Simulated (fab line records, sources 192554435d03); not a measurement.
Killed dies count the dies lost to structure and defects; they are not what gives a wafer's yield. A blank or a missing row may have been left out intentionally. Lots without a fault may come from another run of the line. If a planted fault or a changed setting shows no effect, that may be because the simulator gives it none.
Chamber matching ; flow n5_finfet ; N5_SDB_STRIP_21 on rie_diel-06: 4 sister chambers
The step strips in CF4. 22 wafers are shown with their chamber, then 11 later ones without.

== WAFERS WITH THEIR CHAMBER ==
wafer;chamber;showerhead_plenum_p_Torr (Torr);drypump_motor_current_A (A);throttle_valve_pct (%)
L074.2;1;1.79;4.8;13.74
L074.3;2;1.93;5.1;13.35
L074.5;0;1.78;6.3;14.01
L075.1;0;1.78;6.2;14.01
L075.3;2;1.93;5.1;13.37
L075.5;3;1.82;5.8;13.47
L076.1;1;1.79;4.8;13.76
L076.3;3;1.82;5.8;13.48
L076.5;0;1.78;6.3;14.01
L077.1;2;1.92;5.1;13.38
L077.3;1;1.79;4.8;13.77
L077.6;3;1.82;5.8;13.47
L080.1;0;1.78;6.2;14.02
L080.3;3;1.82;5.9;13.50
L080.5;0;1.78;6.3;14.03
L082.1;1;1.78;4.8;13.79
L082.2;0;1.78;6.2;14.03
L082.3;3;1.82;5.9;13.50
L084.2;1;1.78;4.8;13.79
L084.3;2;1.92;5.1;13.39
L084.5;0;1.78;6.2;14.04
L087.1;0;1.78;6.3;14.07

SIGNATURES (averages over the wafers above)
reading;chamber 0;chamber 1;chamber 2;chamber 3;scatter within a chamber
showerhead_plenum_p_Torr;1.7800;1.7860;1.9250;1.8200;0.0035
drypump_motor_current_A;6.250;4.800;5.100;5.840;0.0422
throttle_valve_pct;14.0275;13.7700;13.3725;13.4840;0.0191
Rule: for a wafer and a chamber, the distance is found by dividing, reading by reading, the gap between the wafer's reading and the chamber's mean by the reading's scatter, squaring, summing and taking the root. If the next closest chamber is less than 2 further off than the closest, the wafer can't be placed; otherwise it belongs to the closest. The scatter is the square root of a quotient: the sum, over the shown wafers, of each reading's squared deviation from its chamber's mean, divided by wafers minus chambers.

== WAFERS WHOSE CHAMBER IS MISSING ==
wafer;showerhead_plenum_p_Torr (Torr);drypump_motor_current_A (A);throttle_valve_pct (%)
L087.3;1.92;5.1;13.42
L087.6;1.78;6.3;14.05
L090.1;1.78;4.8;13.81
L090.2;1.77;6.2;14.08
L090.5;1.92;5.1;13.43
L096.1;1.91;5.1;13.47
L096.3;1.77;4.8;13.86
L096.4;1.91;5.1;13.47
L097.2;1.81;5.9;13.61
L097.5;1.77;4.8;13.85
L097.6;1.81;5.9;13.59

== THE CHAMBER EACH PASSED THROUGH ==
wafer;from the rows above;in truth
L087.3;2;2
L087.6;0;0
L090.1;1;1
L090.2;0;0
L090.5;2;2
L096.1;2;2
L096.3;1;1
L096.4;2;2
L097.2;3;3
L097.5;1;1
L097.6;3;3
Placed correctly: 11 of 11. From these rows, 0 cannot be placed. Wrongly placed: 0.
